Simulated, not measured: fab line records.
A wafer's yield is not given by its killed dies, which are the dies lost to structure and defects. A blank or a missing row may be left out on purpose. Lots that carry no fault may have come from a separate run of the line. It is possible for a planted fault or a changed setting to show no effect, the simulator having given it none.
Which tool was responsible? | flow nand_harc | 24 lots with 72 wafers sampled at 5 steps, on a route of 1302 steps

== WHAT EACH GAUGE READ, for each wafer ==
NHARC_A_ONON_D2_THK_MEAS_27: measures by ellipsometry.
lot  | measured     | on            | thk_nm (nm)
L074 | day 13 01:01 | film_metro-01 | 1007 1007 1007
L075 | day 13 20:22 | film_metro-01 | 989 989 989
L076 | day 13 20:20 | film_metro-01 | 1018 1017 1018
L077 | day 15 08:07 | film_metro-01 | 1004 1004 1006
L078 | day 15 08:02 | film_metro-02 | 995 993 994
L079 | day 15 13:36 | film_metro-02 | 1006 1007 1005
L080 | day 15 08:01 | film_metro-01 | 1016 1019 1018
L081 | day 16 01:26 | film_metro-01 | 999 996 997
L082 | day 16 01:27 | film_metro-02 | 1000 1000 998
L083 | day 16 13:03 | film_metro-02 | 997 998 998
L084 | day 17 17:32 | film_metro-01 | 1001 1003 1002
L085 | day 17 17:33 | film_metro-01 | 1002 1001 1000
L086 | day 17 17:33 | film_metro-02 | 1005 1005 1003
L087 | day 18 19:30 | film_metro-01 | 1019 1020 1019
L089 | day 19 07:38 | film_metro-02 | 1010 1008 1008
L088 | day 19 07:35 | film_metro-01 | 1002 1006 1002
L091 | day 19 14:42 | film_metro-01 | 993 992 996
L090 | day 19 14:43 | film_metro-02 | 990 990 990
L092 | day 20 05:32 | film_metro-02 | 1008 1005 1006
L093 | day 21 22:08 | film_metro-01 | 967 965 966
L094 | day 22 07:20 | film_metro-01 | 1009 1008 1008
L095 | day 22 07:40 | film_metro-02 | 992 991 993
L096 | day 22 07:20 | film_metro-02 | 993 994 992
L097 | day 23 10:05 | film_metro-01 | 1012 1012 1013

NHARC_A_CHANNEL_HOLE_D2_INSPECT_12.
lot  | measured     | on                | raw_defect_count
L074 | day 13 04:59 | defect_inspect-02 | 41 51 63
L075 | day 14 01:22 | defect_inspect-01 | 4 9 3
L076 | day 14 00:10 | defect_inspect-01 | 54 54 43
L077 | day 15 12:40 | defect_inspect-01 | 1 6 13
L078 | day 15 12:11 | defect_inspect-01 | 55 56 68
L079 | day 15 17:34 | defect_inspect-02 | 5 8 6
L080 | day 15 12:01 | defect_inspect-01 | 56 60 60
L081 | day 16 05:22 | defect_inspect-01 | 9 5 8
L082 | day 16 05:32 | defect_inspect-01 | 7 12 7
L083 | day 17 06:51 | defect_inspect-01 | 46 65 63
L084 | day 17 21:38 | defect_inspect-01 | 44 65 65
L085 | day 17 22:22 | defect_inspect-01 | 10 9 15
L086 | day 17 21:28 | defect_inspect-01 | 7 15 11
L087 | day 18 23:40 | defect_inspect-02 | 54 59 54
L089 | day 19 14:28 | defect_inspect-01 | 9 16 20
L088 | day 19 14:19 | defect_inspect-01 | 54 61 53
L091 | day 19 23:16 | defect_inspect-02 | 14 12 16
L090 | day 20 00:10 | defect_inspect-01 | 65 52 61
L092 | day 20 09:43 | defect_inspect-01 | 17 22 9
L093 | day 22 01:58 | defect_inspect-02 | 15 21 14
L094 | day 22 14:32 | defect_inspect-01 | 5 4 2
L095 | day 22 16:26 | defect_inspect-01 | 24 27 28
L096 | day 22 12:14 | defect_inspect-01 | 2 6 3
L097 | day 23 14:04 | defect_inspect-02 | 1 4 3

== EACH LOT AND THE TOOL THAT RAN IT (in order: tool; ch and the chambers of the sampled wafers; start) ==
lot  | NHARC_A_CHANNEL_HOLE_D1_ETCH_19  | NHARC_A_CHANNEL_HOLE_D1_ETCH_21  | NHARC_A_CHANNEL_FILL_D1_STRIP_29
L074 | har_etch-02 ch 0, day 8 20:46    | har_etch-02 ch 0, day 8 21:15    | rie_diel-13 ch 0,1,3, day 13 01:01 or earlier
L075 | har_etch-01 ch 0,1, day 9 06:48  | har_etch-01 ch 0,1, day 9 07:17  | rie_diel-07 ch 0,1,2, day 13 20:22 or earlier
L076 | har_etch-02 ch 0,1, day 9 09:15  | har_etch-02 ch 0,1, day 9 09:40  | rie_diel-13 ch 0,1,3, day 13 20:20 or earlier
L077 | har_etch-01 ch 0,1, day 10 20:41 | har_etch-01 ch 0,1, day 10 21:10 | rie_diel-06 ch 1,2,3, day 15 08:07 or earlier
L078 | har_etch-02 ch 0,1, day 11 00:04 | har_etch-02 ch 0,1, day 11 00:33 | rie_diel-13 ch 1,3, day 15 08:02 or earlier
L079 | har_etch-01 ch 0,1, day 11 00:50 | har_etch-01 ch 0,1, day 11 01:15 | rie_diel-13 ch 0,1,3, day 15 13:36 or earlier
L080 | har_etch-02 ch 0,1, day 11 04:13 | har_etch-02 ch 0,1, day 11 04:38 | rie_diel-07 ch 0,1,3, day 15 08:01 or earlier
L081 | har_etch-01 ch 0,1, day 11 15:10 | har_etch-01 ch 0,1, day 11 15:42 | rie_diel-13 ch 1,3, day 16 01:26 or earlier
L082 | har_etch-01 ch 0,1, day 11 23:24 | har_etch-01 ch 0,1, day 11 23:49 | rie_diel-07 ch 1,2, day 16 01:27 or earlier
L083 | har_etch-02 ch 0, day 12 09:14   | har_etch-02 ch 0, day 12 09:39   | rie_diel-07 ch 1,3, day 16 13:03 or earlier
L084 | har_etch-02 ch 0,1, day 12 22:30 | har_etch-02 ch 0,1, day 12 22:56 | rie_diel-13 ch 0,1,3, day 17 17:32 or earlier
L085 | har_etch-01 ch 1, day 12 22:50   | har_etch-01 ch 1, day 12 23:19   | rie_diel-13 ch 1,2,3, day 17 17:33 or earlier
L086 | har_etch-01 ch 0,1, day 13 03:00 | har_etch-01 ch 0,1, day 13 03:26 | rie_diel-07 ch 1,2,3, day 17 17:33 or earlier
L087 | har_etch-02 ch 0,1, day 14 05:35 | har_etch-02 ch 0,1, day 14 06:00 | rie_diel-07 ch 0,2, day 18 19:30 or earlier
L089 | har_etch-01 ch 0, day 14 16:45   | har_etch-01 ch 0, day 14 17:14   | rie_diel-13 ch 0,1,3, day 19 07:38 or earlier
L088 | har_etch-02 ch 0,1, day 14 17:18 | har_etch-02 ch 0,1, day 14 17:50 | rie_diel-06 ch 0,2,3, day 19 07:35 or earlier
L091 | har_etch-01 ch 0,1, day 15 08:47 | har_etch-01 ch 0,1, day 15 09:16 | rie_diel-07 ch 0,2,3, day 19 14:42 or earlier
L090 | har_etch-02 ch 0,1, day 15 10:40 | har_etch-02 ch 0,1, day 15 11:05 | rie_diel-13 ch 2,3, day 19 14:43 or earlier
L092 | har_etch-01 ch 0,1, day 15 21:49 | har_etch-01 ch 0,1, day 15 22:17 | rie_diel-13 ch 0,1,2, day 20 05:32 or earlier
L093 | har_etch-01 ch 0,1, day 17 05:24 | har_etch-01 ch 0,1, day 17 05:56 | rie_diel-13 ch 2,3, day 21 22:08 or earlier
L094 | har_etch-02 ch 0,1, day 17 10:41 | har_etch-02 ch 0,1, day 17 11:10 | rie_diel-06 ch 0,2,3, day 19 12:52
L095 | har_etch-01 ch 0,1, day 17 17:32 | har_etch-01 ch 0,1, day 17 17:58 | rie_diel-06 ch 0,2, day 19 17:29
L096 | har_etch-02 ch 0,1, day 17 21:41 | har_etch-02 ch 0,1, day 17 22:06 | rie_diel-07 ch 0,2,3, day 22 07:20 or earlier
L097 | har_etch-02 ch 0,1, day 18 17:52 | har_etch-02 ch 0,1, day 18 18:25 | rie_diel-13 ch 0,3, day 20 21:49
- NHARC_A_CHANNEL_HOLE_D1_ETCH_19: etches the open film in C4F8/O2/Ar, time 34.5 s.
- NHARC_A_CHANNEL_HOLE_D1_ETCH_21: etches the open film in C4F8/O2/Ar, time 514.3 s, target depth 1600 nm.
- NHARC_A_CHANNEL_FILL_D1_STRIP_29: strips in O2, time 20 s.

== AS READ BY THE TOOLS THEMSELVES (means over the sampled wafers that have a number; for cases with no such wafer, the mark the record gives instead) ==
NHARC_A_CHANNEL_HOLE_D1_ETCH_19.
lot  | tool        | drypump_motor_current_A (A) | showerhead_plenum_p_Torr (Torr) | throttle_valve_pct (%)
L074 | har_etch-02 | 6.2                         | 3.60                            | 37.041
L075 | har_etch-01 | 5.9                         | 3.76                            | 37.036
L076 | har_etch-02 | 5.5                         | 3.74                            | 37.035
L077 | har_etch-01 | 5.9                         | 3.75                            | 37.043
L078 | har_etch-02 | 5.5                         | 3.73                            | 37.034
L079 | har_etch-01 | 5.9                         | 3.75                            | 37.032
L080 | har_etch-02 | 5.5                         | 3.73                            | 37.035
L081 | har_etch-01 | 5.9                         | 3.75                            | 37.043
L082 | har_etch-01 | 5.9                         | 3.75                            | 37.037
L083 | har_etch-02 | 6.2                         | 3.57                            | 37.034
L084 | har_etch-02 | 5.5                         | 3.71                            | 37.042
L085 | har_etch-01 | 5.9                         | 3.74                            | 37.034
L086 | har_etch-01 | 5.9                         | 3.73                            | 37.022
L087 | har_etch-02 | 5.6                         | 3.70                            | 37.042
L089 | har_etch-01 | 5.9                         | 3.72                            | 37.039
L088 | har_etch-02 | 5.9                         | 3.62                            | 37.032
L091 | har_etch-01 | 5.9                         | 3.72                            | 37.041
L090 | har_etch-02 | 5.8                         | 3.62                            | 37.037
L092 | har_etch-01 | 5.9                         | 3.71                            | 37.035
L093 | har_etch-01 | 5.9                         | 3.71                            | 37.041
L094 | har_etch-02 | 5.5                         | 3.83                            | 37.039
L095 | har_etch-01 | 5.9                         | 3.70                            | 37.046
L096 | har_etch-02 | 5.8                         | 3.90                            | 37.036
L097 | har_etch-02 | 5.5                         | 3.82                            | 37.032

NHARC_A_CHANNEL_HOLE_D1_ETCH_21.
lot  | tool        | drypump_motor_current_A (A) | showerhead_plenum_p_Torr (Torr) | throttle_valve_pct (%)
L074 | har_etch-02 | 6.3                         | 3.56                            | 32.159
L075 | har_etch-01 | 5.9                         | 3.72                            | 32.159
L076 | har_etch-02 | 5.5                         | 3.69                            | 32.149
L077 | har_etch-01 | 5.9                         | 3.71                            | 32.160
L078 | har_etch-02 | 5.5                         | 3.68                            | 32.155
L079 | har_etch-01 | 5.9                         | 3.70                            | 32.157
L080 | har_etch-02 | 5.5                         | 3.68                            | 32.150
L081 | har_etch-01 | 5.9                         | 3.71                            | 32.155
L082 | har_etch-01 | 5.9                         | 3.71                            | 32.149
L083 | har_etch-02 | 6.2                         | 3.53                            | 32.148
L084 | har_etch-02 | 5.5                         | 3.67                            | 32.148
L085 | har_etch-01 | 5.9                         | 3.70                            | 32.158
L086 | har_etch-01 | 5.9                         | 3.69                            | 32.150
L087 | har_etch-02 | 5.5                         | 3.66                            | 32.164
L089 | har_etch-01 | 5.9                         | 3.67                            | 32.161
L088 | har_etch-02 | 5.8                         | 3.59                            | 32.166
L091 | har_etch-01 | 5.9                         | 3.68                            | 32.146
L090 | har_etch-02 | 5.9                         | 3.59                            | 32.149
L092 | har_etch-01 | 5.9                         | 3.67                            | 32.157
L093 | har_etch-01 | 5.9                         | 3.67                            | 32.158
L094 | har_etch-02 | 5.5                         | 3.78                            | 32.159
L095 | har_etch-01 | 5.9                         | 3.65                            | 32.162
L096 | har_etch-02 | 5.8                         | 3.85                            | 32.160
L097 | har_etch-02 | 5.6                         | 3.77                            | 32.154

NHARC_A_CHANNEL_FILL_D1_STRIP_29.
lot  | tool        | drypump_motor_current_A (A) | oes_product_au (a.u.) | rf_vpp_V (V) | showerhead_plenum_p_Torr (Torr) | throttle_valve_pct (%)
L074 | rie_diel-13 | 5.5                         | 0.998                 | 58.5         | 3.58                            | 17.038
L075 | rie_diel-07 | 5.8                         | 0.997                 | 58.2         | 3.40                            | 17.040
L076 | rie_diel-13 | 5.5                         | 1.000                 | 58.6         | 3.58                            | 17.037
L077 | rie_diel-06 | 5.5                         | 0.997                 | 57.9         | 3.51                            | 17.033
L078 | rie_diel-13 | 6.0                         | 0.982                 | 57.6         | 3.55                            | 17.034
L079 | rie_diel-13 | 5.5                         | 0.994                 | 57.9         | 3.58                            | 17.036
L080 | rie_diel-07 | 5.8                         | 1.003                 | 57.3         | 3.42                            | 17.046
L081 | rie_diel-13 | 6.0                         | 0.997                 | 58.3         | 3.55                            | 17.037
L082 | rie_diel-07 | 6.1                         | 1.001                 | 57.2         | 3.45                            | 17.044
L083 | rie_diel-07 | 6.0                         | 1.002                 | 58.3         | 3.46                            | 17.029
L084 | rie_diel-13 | 5.5                         | 1.001                 | 57.6         | 3.58                            | 17.042
L085 | rie_diel-13 | 5.8                         | 0.991                 | 58.3         | 3.52                            | 17.026
L086 | rie_diel-07 | 6.1                         | 1.006                 | 57.8         | 3.48                            | 17.032
L087 | rie_diel-07 | 6.0                         | 1.008                 | 57.8         | 3.42                            | 17.041
L089 | rie_diel-13 | 5.5                         | 1.001                 | 57.9         | 3.58                            | 17.038
L088 | rie_diel-06 | 5.8                         | 0.999                 | 57.4         | 3.50                            | 17.034
L091 | rie_diel-07 | 5.9                         | 1.021                 | 58.0         | 3.44                            | 17.029
L090 | rie_diel-13 | 6.5                         | 0.991                 | 57.7         | 3.60                            | 17.034
L092 | rie_diel-13 | 5.2                         | 1.003                 | 58.2         | 3.54                            | 17.039
L093 | rie_diel-13 | 6.4                         | 0.997                 | 58.4         | 3.60                            | 17.045
L094 | rie_diel-06 | 5.8                         | 1.000                 | 58.3         | 3.50                            | 17.040
L095 | rie_diel-06 | 5.4                         | 0.996                 | 57.8         | 3.39                            | 17.036
L096 | rie_diel-07 | 5.9                         | 1.006                 | 58.0         | 3.43                            | 17.024
L097 | rie_diel-13 | 5.6                         | 1.000                 | 58.1         | 3.69                            | 17.040

== THE ANSWER, worked out from the rows above alone ==
Rule: the usual values come from the lots themselves. The widest of any qualifying gaps counts: lots, ordered by their means at a reading, are off when they make up no more than a third of the lots, leave a main group of 4 or more, and stand apart from it by 3 or more times the standard deviation of that group's means. A main group whose means are all the same, to the digits that the tables above print for the reading, isn't used. A lot without any number at a reading at which 4 lots or more have one is off too. Any other lot the step has rows for is counted as sound. First the gauges in route order, then the tools' own readings, where a lot's mean is used as printed above. At the first step where some lot is off, the reading lying furthest off is the one used; lots without a number count as furthest.
Across all readings shown, no lot is off: no conclusion can be drawn from this.

== WHAT HAD BEEN PUT IN BY THE SIMULATOR ==
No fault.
